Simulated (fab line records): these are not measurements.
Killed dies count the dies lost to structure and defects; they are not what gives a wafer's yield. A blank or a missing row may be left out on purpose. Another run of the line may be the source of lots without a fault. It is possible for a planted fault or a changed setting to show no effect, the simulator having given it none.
Chamber matching || flow n5 finfet || 4 sister chambers for N5_BEOL_M1_DESCUM_16 on rie diel-04
The step chemistry O2, time 7 s. 14 wafers are shown with their chamber, then 7 later ones without.

EACH WAFER AND ITS CHAMBER
{"wafer": "L074.4", "chamber": 0, "drypump motor current A (A)": 5.6, "showerhead plenum p Torr (Torr)": 2.16, "throttle valve pct (%)": 20.52}
{"wafer": "L074.5", "chamber": 2, "drypump motor current A (A)": 6.2, "showerhead plenum p Torr (Torr)": 2.07, "throttle valve pct (%)": 19.90}
{"wafer": "L074.6", "chamber": 1, "drypump motor current A (A)": 6.3, "showerhead plenum p Torr (Torr)": 2.16, "throttle valve pct (%)": 20.59}
{"wafer": "L078.2", "chamber": 3, "drypump motor current A (A)": 5.9, "showerhead plenum p Torr (Torr)": 2.14, "throttle valve pct (%)": 20.48}
{"wafer": "L078.5", "chamber": 1, "drypump motor current A (A)": 6.3, "showerhead plenum p Torr (Torr)": 2.16, "throttle valve pct (%)": 20.60}
{"wafer": "L078.6", "chamber": 2, "drypump motor current A (A)": 6.2, "showerhead plenum p Torr (Torr)": 2.07, "throttle valve pct (%)": 19.92}
{"wafer": "L080.2", "chamber": 0, "drypump motor current A (A)": 5.6, "showerhead plenum p Torr (Torr)": 2.15, "throttle valve pct (%)": 20.56}
{"wafer": "L080.5", "chamber": 3, "drypump motor current A (A)": 5.9, "showerhead plenum p Torr (Torr)": 2.13, "throttle valve pct (%)": 20.51}
{"wafer": "L080.6", "chamber": 0, "drypump motor current A (A)": 5.7, "showerhead plenum p Torr (Torr)": 2.15, "throttle valve pct (%)": 20.54}
{"wafer": "L089.2", "chamber": 1, "drypump motor current A (A)": 6.3, "showerhead plenum p Torr (Torr)": 2.15, "throttle valve pct (%)": 20.63}
{"wafer": "L089.3", "chamber": 3, "drypump motor current A (A)": 5.9, "showerhead plenum p Torr (Torr)": 2.13, "throttle valve pct (%)": 20.15}
{"wafer": "L089.5", "chamber": 2, "drypump motor current A (A)": 6.2, "showerhead plenum p Torr (Torr)": 2.06, "throttle valve pct (%)": 19.95}
{"wafer": "L090.3", "chamber": 1, "drypump motor current A (A)": 6.3, "showerhead plenum p Torr (Torr)": 2.15, "throttle valve pct (%)": 20.63}
{"wafer": "L090.4", "chamber": 0, "drypump motor current A (A)": 5.7, "showerhead plenum p Torr (Torr)": 2.15, "throttle valve pct (%)": 20.17}

SIGNATURES (averages over the wafers above)
{"reading": "drypump motor current A", "chamber 0": 5.650, "chamber 1": 6.300, "chamber 2": 6.200, "chamber 3": 5.900, "scatter within a chamber": 0.0316}
{"reading": "showerhead plenum p Torr", "chamber 0": 2.1525, "chamber 1": 2.1550, "chamber 2": 2.0667, "chamber 3": 2.1333, "scatter within a chamber": 0.00555}
{"reading": "throttle valve pct", "chamber 0": 20.4475, "chamber 1": 20.6125, "chamber 2": 19.9233, "chamber 3": 20.3800, "scatter within a chamber": 0.136}
Rule: a wafer lies at a distance from a chamber equal to the root of the sum of squares, over the readings, of (its reading less the chamber's mean, divided by the reading's scatter). If the next closest chamber is less than 2 further off than the closest, the wafer can't be placed; otherwise it belongs to the closest. The scatter is the square root of a quotient: the sum, over the shown wafers, of each reading's squared deviation from its chamber's mean, divided by wafers minus chambers.

WAFERS WITH NO CHAMBER GIVEN
{"wafer": "L090.5", "drypump motor current A (A)": 6.2, "showerhead plenum p Torr (Torr)": 2.06, "throttle valve pct (%)": 19.95}
{"wafer": "L094.1", "drypump motor current A (A)": 6.3, "showerhead plenum p Torr (Torr)": 2.14, "throttle valve pct (%)": 20.66}
{"wafer": "L094.5", "drypump motor current A (A)": 5.6, "showerhead plenum p Torr (Torr)": 2.14, "throttle valve pct (%)": 20.18}
{"wafer": "L094.6", "drypump motor current A (A)": 5.9, "showerhead plenum p Torr (Torr)": 2.13, "throttle valve pct (%)": 20.16}
{"wafer": "L096.1", "drypump motor current A (A)": 5.9, "showerhead plenum p Torr (Torr)": 2.12, "throttle valve pct (%)": 20.17}
{"wafer": "L096.2", "drypump motor current A (A)": 6.3, "showerhead plenum p Torr (Torr)": 2.14, "throttle valve pct (%)": 20.67}
{"wafer": "L096.4", "drypump motor current A (A)": 5.6, "showerhead plenum p Torr (Torr)": 2.14, "throttle valve pct (%)": 20.20}

WHICH CHAMBER EACH WENT THROUGH
{"wafer": "L090.5", "from the rows above": 2, "in truth": 2}
{"wafer": "L094.1", "from the rows above": 1, "in truth": 1}
{"wafer": "L094.5", "from the rows above": 0, "in truth": 0}
{"wafer": "L094.6", "from the rows above": 3, "in truth": 3}
{"wafer": "L096.1", "from the rows above": 3, "in truth": 3}
{"wafer": "L096.2", "from the rows above": 1, "in truth": 1}
{"wafer": "L096.4", "from the rows above": 0, "in truth": 0}
7 of 7 placed correctly. Not placeable from these rows: 0. Placed wrongly: 0.
